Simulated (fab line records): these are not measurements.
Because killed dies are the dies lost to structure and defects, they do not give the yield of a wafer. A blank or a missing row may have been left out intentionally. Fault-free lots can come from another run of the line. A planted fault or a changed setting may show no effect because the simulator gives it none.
Chamber matching :: flow n5-finfet :: rie-diel-04 running N5_FIN_CUT_ETCH_30: 4 sister chambers
The step etches underlayer in N2/H2, target depth 13 nm, time 10.4 s. 4 wafers are shown with their chamber, then 9 later ones without.

## EACH WAFER AND ITS CHAMBER
wafer: L079.4
chamber: 0
showerhead-plenum-p-Torr (Torr): 2.51

wafer: L085.1
chamber: 3
showerhead-plenum-p-Torr (Torr): 2.52

wafer: L085.4
chamber: 1
showerhead-plenum-p-Torr (Torr): 2.42

wafer: L085.6
chamber: 2
showerhead-plenum-p-Torr (Torr): 2.67

## WAFERS WITHOUT THEIR CHAMBER
wafer: L093.2
showerhead-plenum-p-Torr (Torr): 2.42

wafer: L093.4
showerhead-plenum-p-Torr (Torr): 2.51

wafer: L093.6
showerhead-plenum-p-Torr (Torr): 2.67

wafer: L095.2
showerhead-plenum-p-Torr (Torr): 2.41

wafer: L095.5
showerhead-plenum-p-Torr (Torr): 2.67

wafer: L095.6
showerhead-plenum-p-Torr (Torr): 2.51

wafer: L097.1
showerhead-plenum-p-Torr (Torr): 2.51

wafer: L097.5
showerhead-plenum-p-Torr (Torr): 2.67

wafer: L097.6
showerhead-plenum-p-Torr (Torr): 2.51

## WHICH CHAMBER EACH ONE RAN IN
wafer: L093.2
from the rows above: 1
in truth: 1

wafer: L093.4
from the rows above: 0
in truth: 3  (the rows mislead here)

wafer: L093.6
from the rows above: 2
in truth: 2

wafer: L095.2
from the rows above: 1
in truth: 1

wafer: L095.5
from the rows above: 2
in truth: 2

wafer: L095.6
from the rows above: 0
in truth: 0

wafer: L097.1
from the rows above: 0
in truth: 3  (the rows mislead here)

wafer: L097.5
from the rows above: 2
in truth: 2

wafer: L097.6
from the rows above: 0
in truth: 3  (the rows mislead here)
Correctly placed: 6 of 9. Number that these rows cannot place: 0. Number placed wrongly: 3.
How it was worked out, from the rows above alone: a wafer's distance from a chamber is the root of the sum, over the readings, of the square of ((its reading less the chamber's mean) divided by the reading's scatter). The wafer belongs to the nearest chamber; if the next one is less than 2 further off, it can't be placed. Each chamber's mean is taken over the wafers shown for it. The scatter: with one shown wafer a chamber, the root of the mean of the squares of how far each hidden wafer lies from its nearest shown one.
